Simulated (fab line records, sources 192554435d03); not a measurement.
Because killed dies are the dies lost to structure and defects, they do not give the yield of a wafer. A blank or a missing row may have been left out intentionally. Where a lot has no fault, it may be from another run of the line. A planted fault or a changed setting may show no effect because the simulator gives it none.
Lot-split experiment ; flow n5_finfet ; route with 1938 steps; 7 lots, 39 wafers read

## THE SPLIT
At N5_BEOL_M5_HM_DEP_02 (deposits TiN, target thk 20 nm), the setting target_thk_a was moved away from the recipe's 200 angstrom on 9 of the 39 wafers read, by -56.5% to -16.3%. For the rest of the wafers, this setting stayed at what the recipe calls for.

## FROM THE SPLIT TO THE READING: what the file shows between them, 4 steps
- N5_BEOL_M5_COAT_59: time 60 s, resist thk 60 nm
- N5_BEOL_M5_COAT_60: time 60 s, resist thk 12 nm
- N5_BEOL_M5_STRIP_73: strips in N2/H2
- N5_BEOL_M5_STRIP_64: strips in CF4

## THE READING
etch.depth_nm (the simulator's own value, which no gauge read), in nm, at N5_BEOL_M5_HM_OPEN_17 (chemistry Cl2/BCl3, target TiN, target depth 20 nm, overetch 6 nm). The file gives no usual value for it. The 30 wafers here that ran the recipe average 19.901 nm, standard deviation 0.17 nm.

wafer;tool, chamber at the split;target_thk_a as run, angstrom;against the recipe;etch.depth_nm, nm;against lot-mates on the recipe
L074.1;pvd_sputter-02, -;200;recipe;19.9;-
L074.2;pvd_sputter-02, -;200;recipe;19.77;-
L074.3;pvd_sputter-02, -;200;recipe;19.88;-
L074.4;pvd_sputter-02, -;200;recipe;19.96;-
L074.5;pvd_sputter-02, -;200;recipe;19.97;-
L074.6;pvd_sputter-02, -;200;recipe;19.78;-
L076.1;pvd_sputter-03, -;200;recipe;20.25;-
L076.3;pvd_sputter-03, -;200;recipe;19.85;-
L076.4;pvd_sputter-03, -;200;recipe;19.76;-
L077.1;pvd_sputter-03, -;200;recipe;19.65;-
L077.2;pvd_sputter-03, -;158.1;-21.0%;15.63;-4.003
L077.3;pvd_sputter-03, -;158.1;-21.0%;15.61;-4.023
L077.4;pvd_sputter-03, -;200;recipe;19.63;-
L077.5;pvd_sputter-03, -;158.1;-21.0%;15.55;-4.083
L077.6;pvd_sputter-03, -;200;recipe;19.62;-
L084.1;pvd_sputter-01, -;200;recipe;20.14;-
L084.2;pvd_sputter-01, -;200;recipe;19.79;-
L084.3;pvd_sputter-01, -;167.4;-16.3%;16.75;-3.240
L084.6;pvd_sputter-01, -;167.4;-16.3%;16.75;-3.240
L084.4;pvd_sputter-01, -;167.4;-16.3%;16.82;-3.170
L084.5;pvd_sputter-01, -;200;recipe;20.04;-
L086.1;pvd_sputter-01, -;200;recipe;19.97;-
L086.2;pvd_sputter-01, -;200;recipe;20.12;-
L086.3;pvd_sputter-01, -;200;recipe;19.8;-
L086.4;pvd_sputter-01, -;200;recipe;19.84;-
L086.5;pvd_sputter-01, -;200;recipe;19.84;-
L086.6;pvd_sputter-01, -;200;recipe;19.89;-
L088.1;pvd_sputter-03, -;200;recipe;19.75;-
L088.2;pvd_sputter-03, -;200;recipe;20.09;-
L088.3;pvd_sputter-03, -;200;recipe;19.87;-
L088.4;pvd_sputter-03, -;200;recipe;20.14;-
L088.5;pvd_sputter-03, -;200;recipe;19.73;-
L088.6;pvd_sputter-03, -;200;recipe;19.81;-
L091.1;pvd_sputter-01, -;86.94;-56.5%;8.778;-11.289
L091.2;pvd_sputter-01, -;200;recipe;20.26;-
L091.3;pvd_sputter-01, -;200;recipe;19.8;-
L091.4;pvd_sputter-01, -;86.94;-56.5%;9.023;-11.044
L091.5;pvd_sputter-01, -;200;recipe;20.14;-
L091.6;pvd_sputter-01, -;86.94;-56.5%;8.777;-11.290

FIT RESULTS
A straight line over all 39 wafers: etch.depth_nm changes by +0.196 nm for each +1% of target_thk_a; r = +1.00; the points scatter about the line by 0.17 nm.
The same after taking each lot's own level away (the mean of its wafers on the recipe; 39 wafers): +0.198 nm for each +1%; r = +1.00; scatter 0.13 nm.
That fit puts the effect of the largest move of target_thk_a on the reading at 11 nm.
Across the lots, their own levels run from 19.6333 to 20.0667 nm, a range of 2.5 times the standard deviation given above.
Consequently the slope shifts little with the lot-to-lot level, the two slopes agreeing.
Check: -11.1 nm against its lot-mates is what the line predicts for one of the wafers moved furthest among these (-56.5%) when that wafer is left out of the fit. Against them it came out at -11.3 nm.

## OTHER SPLITS APPLIED TO THESE WAFERS
Before the reading, these wafers also passed through other splits. Each is held against what the fit with the lots' levels taken away leaves over:
other split on the same wafers;wafers away from the commonest value;r with etch.depth_nm (lot level and that fit taken away)
N5_PMOS_HMC_CHANNEL_EPI_HM_DEP_34 target_thk_a;15;+0.03
N5_FIN_SAQP_ETCH_65 time_s;15;+0.15
N5_SD_EPI_N_DESCUM_14 time_s;12;+0.12
N5_BEOL_M0_SAQP_PECVD_04 time_s;15;-0.17

## THE WHOLE CHAIN: every reading that the file lists as answering this split, in the file's order
step;what it does;reading;change (the file's fit);r (the file's)
N5_BEOL_M5_HM_DEP_02;deposits TiN, target thk 20 nm;TiN_of_BEOL_M5_HM_DEP_02.thk_nm (the simulator's own value, which no gauge read);+0.197 nm for each +1% of the setting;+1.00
N5_BEOL_M5_HM_OPEN_17;chemistry Cl2/BCl3, target TiN, target depth 20 nm, overetch 6 nm;etch.depth_nm (the simulator's own value, which no gauge read);+0.198 nm for each +1% of the setting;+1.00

## THE FILE'S OWN FIT
etch.depth_nm changes by +0.198 nm for each +1% of target_thk_a, r = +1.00.
